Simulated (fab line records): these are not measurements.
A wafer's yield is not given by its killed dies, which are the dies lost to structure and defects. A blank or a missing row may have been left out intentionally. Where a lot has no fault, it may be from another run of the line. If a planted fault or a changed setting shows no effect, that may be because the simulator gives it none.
Comparing a struck lot with a sound one | flow n5-finfet | 24 steps out of a route of 1938
Sound: the wafers L819.3, L819.4, L819.5. Struck: wafer L829.5 (L829.2, L829.6, from the same lot, were not struck and are left out); the cause is given at the end.
Order at every step that has rows: each side's tool, ch and its chambers, its first start. Under that, the readings that differ: sound wafers | struck wafers | difference of the means | sigmas: that difference in standard deviations of wafers without a fault.
alike: same words and numbers on both sides, and readings whose means sit less than 2 such deviations apart. not compared: any withheld reading, any reading some wafer has no value for, any bound like >300 that may hide the same value, and any number with overlapping values for which the record gives no deviation.
The two part at a step that has a row with sigmas, a row that says differs or no value, or rows on one side only. Numbers that have no deviation but don't overlap get no sigmas and don't part them. A reading that every wafer of one side lacks parts them only if that side has two wafers or more.

first, 11 steps without rows for these wafers: N5_HKMG_FIN_STRIP_60 (strips in N2/H2, time 360 s); N5_HKMG_FIN_WET_ETCH_77 (etches La2O3 in dHCl, stops on HfO2, target depth 2 nm); N5_HKMG_FIN_WET_ETCH_78 (etches Al2O3 in dNH4OH, stops on La2O3, target depth 4.5 nm, rinse time 30 s); N5_HKMG_FIN_ALD_79 (deposits TiN, target thk 1.5 nm, pulse time 1 s, purge time 3 s); N5_HKMG_FIN_CVD_62 (deposits a-Si from Si2H6, target thk 3 nm, time 20.8 s); N5_HKMG_FIN_RTA_80 (time 2 s); N5_HKMG_FIN_PRECLEAN_64 (cleans in dHF, time 30 s); N5_HKMG_FIN_WET_ETCH_65 (etches a-Si in TMAH, stops on TiN, time 49 s, target depth 3 nm); N5_HKMG_FIN_WET_ETCH_81 (etches TiN in SC1, stops on HfO2, time 57 s, target depth 6 nm); N5_HKMG_FIN_WET_ETCH_82 (etches La2O3 in dHCl, stops on HfO2, target depth 2 nm, rinse time 30 s); N5_HKMG_FIN_ALD_36 (deposits TiN, target thk 1 nm, pulse time 1 s, purge time 3 s).
N5_HKMG_FIN_PWFM_ALD_03: deposits TiN, target thk 2 nm, pulse time 1 s, purge time 3 s.
  sound on ald-metal-03 ch 1,2, day 6 15:44; struck on ald-metal-03 ch 3, day 9 04:47
  reading            | sound       | struck | difference | sigmas
  heater-power-w (W) | 821 773 757 | 997    | +213       | +3
  alike: precursor-pulse-height-rel
  not compared: since-wet-clean-h
then, 8 steps without rows for these wafers: N5_HKMG_FIN_COAT_29 (time 60 s, resist thk 300 nm); N5_HKMG_FIN_COAT_30 (time 60 s, resist thk 35 nm); N5_HKMG_FIN_COAT_06 (resist thk 90 nm); N5_HKMG_FIN_EBR_08; N5_HKMG_FIN_SOFTBAKE_07 (time 60 s); N5_HKMG_FIN_EXPOSE_09 (exposes mask NWFM); N5_HKMG_FIN_PEB_10 (peb time 60 s); N5_HKMG_FIN_DEVELOP_11 (develop time 30 s).
N5_HKMG_FIN_INSPECT_14: inspects for defects (macro).
  struck on defect-inspect-01, day 9 05:41; sound on defect-inspect-02, day 6 16:30
  reading          | sound | struck | difference | sigmas
  raw-defect-count | 3 2 2 | >300   | differs    |
then, 1 step without rows for these wafers: N5_HKMG_FIN_DESCUM_17 (chemistry O2, time 7.9 s).
-- here the record skips 4 days between the struck wafers' starts before and after, leaving off in module HKMG_FIN and picking up in module BEOL_M4 (first step shown: number 1111 of the route) --
N5_BEOL_M4_RC_MEAS_101:
  sound on prober-01 ch 0, day 11 05:05; struck on prober-02 ch 0, day 13 09:04
  alike: DIBL_N, DIBL_P, IOFF_N, IOFF_P, ION_N, ION_P, SS_N, SS_P, VT_N, VT_P
-- here the record skips 4 days between the struck wafers' starts before and after, leaving off in module BEOL_M4 and picking up in module PASSIVATION (first step shown: number 1936 of the route) --
N5_PASSIVATION_PROBE_49:
  struck on prober-01, day 17 17:38; sound on prober-02, day 15 20:15
  reading                  | sound          | struck | difference | sigmas
  defect-limited-yield (%) | 92.2 90.3 91.8 | 81.9   | -9.5       | -7
  killed_at_M0_to_M3       | 30 41 24       | 53     | +21        | +2
  killed-at-contacts       | 13 18 9        | 1      | -12        | -2
  killed-at-front-end      | 38 41 40       | 142    | +102       | +9
  killed-dies              | 92 115 97      | 214    | +113       | +7
  killed-on-rim            | 17 10 12       | 27     | +14        | +4
  sort_bin_5_function (%)  | 3.8 5.6 5.4    | 11.4   | +6.5       | +7
  sort-n-pass              | 1088 1065 1083 | 966    | -113       | -7
  sort-yield-pct (%)       | 92.2 90.3 91.8 | 81.9   | -9.5       | -7
  alike: killed_at_M4_up, killed-at-other, killed-open, killed-short, sort_bin_6_memory

## WHERE THEY PART
Last at N5_PASSIVATION_PROBE_49 as far as this record goes, first at N5_HKMG_FIN_PWFM_ALD_03.

WHY: what the simulator had put in
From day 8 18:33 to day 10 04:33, ald-metal-03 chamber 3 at N5_HKMG_FIN_PWFM_ALD_03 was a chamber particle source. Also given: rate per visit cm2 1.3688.
